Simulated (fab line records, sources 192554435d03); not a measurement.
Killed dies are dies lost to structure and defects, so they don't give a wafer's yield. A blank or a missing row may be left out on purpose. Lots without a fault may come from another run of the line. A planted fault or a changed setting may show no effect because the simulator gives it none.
fab line records | flow n5_finfet
record lots=7 wafers=21
route steps=1938 shown BEOL_M1@780 BEOL_M2@843 BEOL_M3@957 BEOL_M5@1191 BEOL_M6@1197 BEOL_M7@1263
start_h: hours from the record's first day to the start of the lot's first wafer shown | wait_h: hours since the lot's step before | " the same as in the row above | L1.1+2: a row that stands for several wafers | - no value, or no start given | * or withheld: withheld | < > ~ a bound
route shown NAME@n: a module of which the file shows steps, and the number in the route of the first | usual: mean/standard deviation of fault-free wafers | same: alike in all rows | chamber/n: place in a boat | sites: the reading at each site | _std_site: their standard deviation | _edge_site: outer sites' mean less inner sites' | radius_mm: how far each site lies from the wafer's centre | mask NAME#n: copy n | behind: the tool/chamber that last shaped the wafer | hold: why the lot was held/for how many hours/how that ended | device: the transistor (n, p or np) that didn't switch | end of line: the same wafers' tests at the end of the route | a step without rows: its recipe alone | killed: dies lost to structure and defects at the first sort, not the wafer's yield | map: a wafer's dies, x killed, . not, _ none there
set.NAME: the setting as run; set.NAME@STEP: as run at that earlier step | model.NAME: the simulator's own value behind a step, which no gauge read
lots whose settings were changed on purpose; a table a step, a row a wafer
## steps
# step N5_BEOL_M1_COAT_22
# recipe resist=CAR-EUV spin_rpm=1500 resist_thk_nm=30
# columns lot.wafer tool chamber start_h wait_h set.spin_rpm model.CAR-EUV_of_BEOL_M1_COAT_22.thk_nm
L074.3+4+6 litho_track-04 0 - - 1500 30
L078.3+5 litho_track-04 0 - - 1553 29.4
L078.4 " 0 " " 1500 30
L080.1+5+6 litho_track-05 0 - - 1500 29.8
L083.1 litho_track-03 0 - - 1500 30
L083.4 " 0 " " 1649 28.8
L083.5 " 0 " " 1649 28.6
L084.3+5 litho_track-04 0 - - 1426 30.8
L084.4 " 0 " " 1500 30
L093.2 litho_track-05 0 - - 1500 30
L093.4 " 0 " " 1447 30.6
L093.6 " 0 " " 1447 30.4
L094.2+5 litho_track-05 0 - - 1424 30.6
L094.6 " 0 " " 1500 29.8
# step N5_BEOL_M1_EBR_24
# recipe solvent=PGMEA ebr_width_mm=1.5
# step N5_BEOL_M1_SOFTBAKE_23
# recipe temp_c=110 time_s=60 resist=CAR-EUV
# step N5_BEOL_M1_DESCUM_33
# recipe chemistry=O2 time_s=7 source_power_w=50 bias_power_w=20 pressure_mtorr=20 rf_frequency_hz=2.712e+07 temp_c=40 resist=CAR-EUV o2_flow_sccm=225
# step N5_BEOL_M1_ETCH_77
# recipe chemistry=N2/H2 target=underlayer target_depth_a=65 mask_material=CAR-EUV time_s=5.2 ion_energy_ev=200 pressure_mtorr=30 source_w=840 bias_w=150 n2_flow_sccm=200 h2_flow_sccm=200 ends=cleared
# columns lot.wafer tool chamber start_h wait_h set.spin_rpm@BEOL_M1_COAT_22 model.CAR-EUV_of_BEOL_M1_COAT_22.thk_nm
L074.3+4+6 rie_diel-04 0,2,1 128.48 0.0 1500 20.4
L078.3+5 rie_diel-04 0 149.85 0.0 1553 19.8
L078.4 " 2 " " 1500 20.4
L080.1+5+6 rie_diel-04 2,2,1 153.02 0.0 1500 20.2
L083.1 rie_diel-05 1 174.45 0.0 1500 20.4
L083.4+5 " 2,3 " " 1649 19
L084.3 rie_diel-06 0 193.54 0.0 1426 21
L084.4 " 2 " " 1500 20.4
L084.5 " 2 " " 1426 21.2
L093.2 rie_diel-06 1 236.78 0.0 1500 20.4
L093.4 " 2 " " 1447 21
L093.6 " 0 " " 1447 20.8
L094.2+5 rie_diel-05 1 246.25 0.0 1424 21
L094.6 " 0 " " 1500 20.2
# step N5_BEOL_M2_PECVD_72
# recipe material=SiO2 target_thk_a=160 temp_c=400 precursor=TEOS/O2 pressure_torr=5.5 rf_w=450 teos_flow_sccm=53.8 gas=O2 flow_sccm=3000 time_s=18
# columns lot.wafer tool chamber start_h wait_h set.temp_c model.SiO2_of_BEOL_M2_PECVD_72.thk_nm
L074.3+6 pecvd-01 0 133.79 0.0 400 15.8
L074.4 " 1 " " 411.9 14.8
L078.3 pecvd-03 0 155.36 0.0 400 16
L078.4 " 0 " " 400 16.2
L078.5 " 1 " " 400 16.4
L080.1 pecvd-01 1 162.94 0.0 400 16
L080.5+6 " 2,0 " " 400 16.2
L083.1 pecvd-04 0 181.98 0.0 387.3 17.4
L083.4+5 " 0,1 " " 400 16.2
L084.3 pecvd-03 2 198.14 0.0 392.8 16.6
L084.4 " 2 " " 392.8 16.8
L084.5 " 0 " " 392.8 17
L093.2 pecvd-01 1 242.31 0.0 400 16
L093.4 " 1 " " 400 16.2
L093.6 " 1 " " 400 16.4
L094.2 pecvd-01 2 251.46 0.0 400 15.8
L094.5 " 1 " " 415.5 14.4
L094.6 " 2 " " 415.5 14.2
# step N5_BEOL_M3_COAT_67
# recipe resist=SOC temp_c=250 time_s=60 spin_rpm=1500 resist_thk_nm=60
# columns lot.wafer tool chamber start_h wait_h set.spin_rpm model.SOC_of_BEOL_M3_COAT_67.thk_nm
L074.3+4 litho_track-03 0 145.70 0.0 1500 59.8
L074.6 " 0 " " 1500 60
L078.3 litho_track-04 0 169.88 0.0 1392 62.4
L078.4+5 " 0 " " 1500 60
L080.1 litho_track-02 0 174.05 0.0 1500 60
L080.5+6 " 0 " " 1500 60.2
L083.1+5 litho_track-04 0 193.58 0.0 1500 60
L083.4 " 0 " " 1500 59.8
L084.3 litho_track-02 0 209.83 0.0 1338 63.4
L084.4 " 0 " " 1338 63.2
L084.5 " 0 " " 1500 59.8
L093.2 litho_track-03 0 252.53 0.0 1548 59.4
L093.4 " 0 " " 1500 60.2
L093.6 " 0 " " 1548 59.2
L094.2 litho_track-02 0 260.93 0.0 1336 63.6
L094.5 " 0 " " 1336 63.8
L094.6 " 0 " " 1500 60
# step N5_BEOL_M3_EXPOSE_25
# recipe mask_id=V2 na=0.33 source_shape=quasar sigma_inner=0.2 sigma_outer=0.8 polarization=unpolarized defocus_nm=5 dose_mj=63
# columns lot.wafer tool chamber start_h wait_h mask set.dose_mj
L074.3 euv_scanner-01 0 145.91 - V2#0 59.47
L074.4+6 " 0 " " V2#0 63
L078.3+4 euv_scanner-01 0 170.03 - V2#0 63
L078.5 " 0 " " V2#0 64.92
L080.1+5+6 euv_scanner-01 0 174.20 - V2#0 63
L083.1+5 euv_scanner-01 0 193.72 - V2#0 66.23
L083.4 " 0 " " V2#0 63
L084.3 euv_scanner-01 0 209.99 - V2#0 59.52
L084.4+5 " 0 " " V2#0 63
L093.2+4 euv_scanner-01 0 252.68 - V2#0 60.18
L093.6 " 0 " " V2#0 63
L094.2+5+6 euv_scanner-01 0 261.08 - V2#0 63
# step N5_BEOL_M3_PEB_26
# recipe peb_temp_c=100 peb_time_s=60 resist=CAR-EUV
# step N5_BEOL_M3_DEVELOP_27
# recipe develop_time_s=30 developer=TMAH resist=CAR-EUV rinse_liquid=surfactant_rinse dry=air_spin dev_temp_c=23
# step N5_BEOL_M3_ALD_98
# recipe material=SiO2 target_thk_a=25 temp_c=100 ald_precursor_family=BDEAS ald_co_reactant=O2-plasma pulse_time_s=1 co_reactant_pulse_time_s=1 purge_time_s=2 co_reactant_purge_time_s=2 ald_cycles=17 pressure_torr=2
# step N5_BEOL_M3_ETCHBACK_99
# recipe chemistry=CHF3 target=SiO2 target_depth_a=50 time_s=10.4 source_w=215 bias_w=47 Ar_flow_sccm=200 CHF3_flow_sccm=12 ion_energy_ev=100 pressure_mtorr=30
# step N5_BEOL_M3_ETCH_70
# recipe chemistry=N2/H2 target=SOC target_depth_a=800 overetch_a=160 mask_material=SiARC temp_c=40 time_s=120 ion_energy_ev=200 pressure_mtorr=30 source_w=840 bias_w=150 n2_flow_sccm=200 h2_flow_sccm=200
# columns lot.wafer tool chamber start_h wait_h set.spin_rpm@BEOL_M3_COAT_67 model.etch.depth_nm
L074.3 rie_diel-04 2 147.15 0.0 1500 59.78
L074.4 " 2 " " 1500 59.75
L074.6 " 1 " " 1500 59.91
L078.3 rie_diel-06 3 172.72 0.0 1392 62.46
L078.4 " 1 " " 1500 59.99
L078.5 " 0 " " 1500 60.04
L080.1 rie_diel-06 0 177.53 0.0 1500 60.07
L080.5 " 0 " " 1500 60.17
L080.6 " 2 " " 1500 60.11
L083.1 rie_diel-06 1 198.73 0.0 1500 60.09
L083.4 " 3 " " 1500 59.8
L083.5 " 2 " " 1500 59.97
L084.3 rie_diel-06 2 214.26 0.0 1338 63.32
L084.4 " 1 " " 1338 63.28
L084.5 " 2 " " 1500 59.73
L093.2 rie_diel-06 3 264.24 0.0 1548 59.42
L093.4 " 2 " " 1500 60.11
L093.6 " 2 " " 1548 59.13
L094.2 rie_diel-05 1 269.92 0.0 1336 63.69
L094.5 " 1 " " 1336 63.87
L094.6 " 0 " " 1500 59.98
# step N5_BEOL_M3_STRIP_71
# recipe chemistry=N2/H2 temp_c=40 n2_flow_sccm=200 h2_flow_sccm=200 rf_frequency_hz=6e+07
# step N5_BEOL_M3_STRIP_78
# recipe chemistry=N2/H2 temp_c=40 n2_flow_sccm=200 h2_flow_sccm=200 rf_frequency_hz=6e+07
# step N5_BEOL_M3_VIA_ETCH_34
# recipe chemistry=C4F6/O2 target_depth_a=694 mask_material=SOC pressure_mtorr=15 ion_energy_ev=250 taper_deg=4 time_s=65.9 source_w=350 bias_w=170 Ar_flow_sccm=300 C4F6_flow_sccm=10 O2_flow_sccm=10
# columns lot.wafer tool chamber start_h wait_h set.spin_rpm@BEOL_M3_COAT_67 model.SOC_of_BEOL_M3_COAT_67.thk_nm
L074.3+4 rie_diel-04 2 147.25 0.0 1500 51.6
L074.6 " 1 " " 1500 51.8
L078.3 rie_diel-06 3 172.82 0.0 1392 54.4
L078.4+5 " 1,0 " " 1500 52
L080.1 rie_diel-06 0 177.64 0.0 1500 52
L080.5+6 " 0,2 " " 1500 52.2
L083.1+5 rie_diel-06 1,2 198.83 0.0 1500 52
L083.4 " 3 " " 1500 51.8
L084.3 rie_diel-06 2 214.36 0.0 1338 55.4
L084.4 " 1 " " 1338 55.2
L084.5 " 2 " " 1500 51.8
L093.2+6 rie_diel-06 3,2 264.34 0.0 1548 51.2
L093.4 " 2 " " 1500 52.2
L094.2+5 rie_diel-05 1 270.02 0.0 1336 55.6
L094.6 " 0 " " 1500 52.2
# step N5_BEOL_M5_DEP_56
# recipe material=SiCN target_thk_a=80 temp_c=withheld precursor=3MS/NH3 pressure_torr=3 rf_w=202 time_s=14
# columns lot.wafer tool chamber start_h wait_h set.time_s model.SiCN_of_BEOL_M5_DEP_56.thk_nm
L074.3 pecvd-02 0 178.46 0.0 14 8
L074.4 " 2 " " 15.64 9.2
L074.6 " 1 " " 14 8.2
L078.3 pecvd-03 2 199.99 0.0 14 7.6
L078.4 " 0 " " 15.17 8.6
L078.5 " 1 " " 14 8
L080.1+5+6 pecvd-02 1,2,1 204.70 0.0 14 8
L083.1 pecvd-02 2 234.10 0.0 12.98 7.4
L083.4 " 2 " " 14 8.2
L083.5 " 1 " " 12.98 7.8
L084.3+4 pecvd-03 0,1 239.16 0.0 14 8
L084.5 " 2 " " 12.22 6.8
L093.2+4 pecvd-03 0,2 288.20 0.0 14 7.8
L093.6 " 1 " " 14 8
L094.2+6 pecvd-02 1,2 298.54 0.0 14 7.8
L094.5 " 1 " " 14 8.2
# step N5_BEOL_M6_PECVD_70
# recipe material=SiO2 target_thk_a=200 temp_c=400 precursor=TEOS/O2 pressure_torr=5.5 rf_w=450 teos_flow_sccm=53.8 gas=O2 flow_sccm=3000 time_s=22.7
# columns lot.wafer tool chamber start_h wait_h set.time_s model.SiO2_of_BEOL_M6_PECVD_70.thk_nm
L074.3 pecvd-01 0 179.20 0.0 20.48 18.2
L074.4 " 0 " " 22.7 20.4
L074.6 " 2 " " 22.7 20.6
L078.3 pecvd-01 1 200.74 0.0 22.7 19.6
L078.4+5 " 0,1 " " 20.93 18.6
L080.1 pecvd-01 0 205.45 0.0 22.7 19.6
L080.5 " 1 " " 22.7 19.8
L080.6 " 2 " " 22.7 20.4
L083.1 pecvd-04 0 234.85 0.0 22.7 20
L083.4 " 1 " " 24.29 21.8
L083.5 " 0 " " 24.29 21.6
L084.3 pecvd-04 0 239.95 0.1 22.7 19.8
L084.4 " 1 " " 22.7 20
L084.5 " 1 " " 19.41 17.2
L093.2 pecvd-03 2 288.94 0.0 22.7 19.6
L093.4 " 0 " " 22.7 20.2
L093.6 " 2 " " 22.7 20
L094.2 pecvd-04 2 299.29 0.0 22.7 20
L094.5 " 2 " " 20.21 17.8
L094.6 " 1 " " 22.7 20.2
# step N5_BEOL_M7_ILD_DEP_00
# recipe material=SiCOH_lowk target_thk_a=1797.5 temp_c=300 precursor=DEMS/porogen pressure_torr=5 rf_w=500 time_s=33.4
# columns lot.wafer tool chamber start_h wait_h set.time_s model.SiCOH_lowk_of_BEOL_M7_ILD_DEP_00.thk_nm
L074.3 pecvd-02 1 190.19 0.0 33.4 174.8
L074.4 " 1 " " 33.4 179.8
L074.6 " 0 " " 33.4 177
L078.3 pecvd-04 1 208.70 0.0 33.4 179.6
L078.4 " 1 " " 33.4 181.2
L078.5 " 0 " " 33.4 180.6
L080.1 pecvd-02 1 212.18 0.0 33.4 177.8
L080.5 " 0 " " 33.4 179.4
L080.6 " 1 " " 33.4 180.6
L083.1 pecvd-02 2 245.83 0.1 31.01 165.6
L083.4 " 0 " " 33.4 181.2
L083.5 " 2 " " 33.4 183
L084.3 pecvd-04 1 248.36 0.1 33.4 177.8
L084.4 " 0 " " 30.81 165.6
L084.5 " 0 " " 33.4 180.2
L093.2 pecvd-04 1 294.22 0.0 33.4 177.4
L093.4 " 1 " " 33.4 181.8
L093.6 " 0 " " 33.4 180.4
L094.2 pecvd-04 1 308.74 0.0 33.4 176.8
L094.5 " 1 " " 33.4 179
L094.6 " 2 " " 33.4 179.6
# step N5_BEOL_M7_CURE_74
# recipe temp_c=385 time_s=240 ambient=He/Ar material=SiCOH_lowk
# columns lot.wafer tool chamber start_h wait_h set.time_s@BEOL_M7_ILD_DEP_00 model.SiCOH_lowk_of_BEOL_M7_ILD_DEP_00.thk_nm
L074.3 uv_cure-03 2 190.57 0.4 33.4 150.6
L074.4 " 2 " " 33.4 155
L074.6 " 2 " " 33.4 152.6
L078.3 uv_cure-02 2 209.09 0.4 33.4 154.8
L078.4 " 2 " " 33.4 156.2
L078.5 " 2 " " 33.4 155.8
L080.1 uv_cure-01 2 212.25 0.0 33.4 153.4
L080.5 " 2 " " 33.4 154.6
L080.6 " 2 " " 33.4 155.8
L083.1 uv_cure-02 0 246.21 0.4 31.01 142.6
L083.4 " 0 " " 33.4 156.2
L083.5 " 0 " " 33.4 157.8
L084.3 uv_cure-02 1 248.59 0.2 33.4 153.2
L084.4 " 1 " " 30.81 142.6
L084.5 " 1 " " 33.4 155.4
L093.2 uv_cure-03 2 294.37 0.1 33.4 153
L093.4 " 2 " " 33.4 156.8
L093.6 " 2 " " 33.4 155.6
L094.2 uv_cure-02 2 308.89 0.1 33.4 152.4
L094.5 " 2 " " 33.4 154.4
L094.6 " 2 " " 33.4 155
# step N5_BEOL_M7_THK_MEAS_01
# recipe reads=SiCOH_lowk_of_BEOL_M7_ILD_DEP_00
# usual M7_ILD_THK=154.6/1.9
# columns lot.wafer tool chamber start_h wait_h set.time_s@BEOL_M7_ILD_DEP_00 M7_ILD_THK[nm]
L074.3 film_metro-01 - 191.24 0.5 33.4 150.7
L074.4 " - " " 33.4 155.0
L074.6 " - " " 33.4 152.6
L078.3 film_metro-02 - 209.76 0.5 33.4 154.7
L078.4 " - " " 33.4 156.3
L078.5 " - " " 33.4 155.8
L080.1 film_metro-02 - 212.76 0.4 33.4 153.1
L080.5 " - " " 33.4 154.7
L080.6 " - " " 33.4 155.8
L083.1 film_metro-02 - 246.72 0.4 31.01 142.5
L083.4 " - " " 33.4 156.2
L083.5 " - " " 33.4 157.8
L084.3 film_metro-02 - 248.94 0.3 33.4 153.2
L084.4 " - " " 30.81 142.6
L084.5 " - " " 33.4 155.2
L093.2 film_metro-01 - 294.80 0.4 33.4 153.1
L093.4 " - " " 33.4 156.8
L093.6 " - " " 33.4 155.5
L094.2 film_metro-02 - 309.32 0.4 33.4 152.5
L094.5 " - " " 33.4 154.3
L094.6 " - " " 33.4 154.9
## key
split step=N5_BEOL_M1_COAT_22 setting=spin_rpm stated=1500 by=wafer
response step=N5_BEOL_M1_COAT_22 reading=model.CAR-EUV_of_BEOL_M1_COAT_22.thk_nm change=-0.143 per=1% r=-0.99
response step=N5_BEOL_M1_ETCH_77 reading=model.CAR-EUV_of_BEOL_M1_COAT_22.thk_nm change=-0.146 per=1% r=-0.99
split step=N5_BEOL_M2_PECVD_72 setting=temp_c stated=400 by=wafer
response step=N5_BEOL_M2_PECVD_72 reading=model.SiO2_of_BEOL_M2_PECVD_72.thk_nm change=-0.371 per=1% r=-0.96
split step=N5_BEOL_M3_COAT_67 setting=spin_rpm stated=1500 by=wafer
response step=N5_BEOL_M3_COAT_67 reading=model.SOC_of_BEOL_M3_COAT_67.thk_nm change=-0.33 per=1% r=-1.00
response step=N5_BEOL_M3_ETCH_70 reading=model.etch.depth_nm change=-0.336 per=1% r=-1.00
response step=N5_BEOL_M3_VIA_ETCH_34 reading=model.SOC_of_BEOL_M3_COAT_67.thk_nm change=-0.32 per=1% r=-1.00
split step=N5_BEOL_M3_EXPOSE_25 setting=dose_mj stated=63 by=wafer
response none clear
split step=N5_BEOL_M5_DEP_56 setting=time_s stated=14 by=wafer
response step=N5_BEOL_M5_DEP_56 reading=model.SiCN_of_BEOL_M5_DEP_56.thk_nm change=+0.0929 per=1% r=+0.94
split step=N5_BEOL_M6_PECVD_70 setting=time_s stated=22.7 by=wafer
response step=N5_BEOL_M6_PECVD_70 reading=model.SiO2_of_BEOL_M6_PECVD_70.thk_nm change=+0.199 per=1% r=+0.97
split step=N5_BEOL_M7_ILD_DEP_00 setting=time_s stated=33.4 by=wafer
response step=N5_BEOL_M7_ILD_DEP_00 reading=model.SiCOH_lowk_of_BEOL_M7_ILD_DEP_00.thk_nm change=+1.99 per=1% r=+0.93
response step=N5_BEOL_M7_CURE_74 reading=model.SiCOH_lowk_of_BEOL_M7_ILD_DEP_00.thk_nm change=+1.74 per=1% r=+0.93
response step=N5_BEOL_M7_THK_MEAS_01 reading=M7_ILD_THK change=+1.73 per=1% r=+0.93
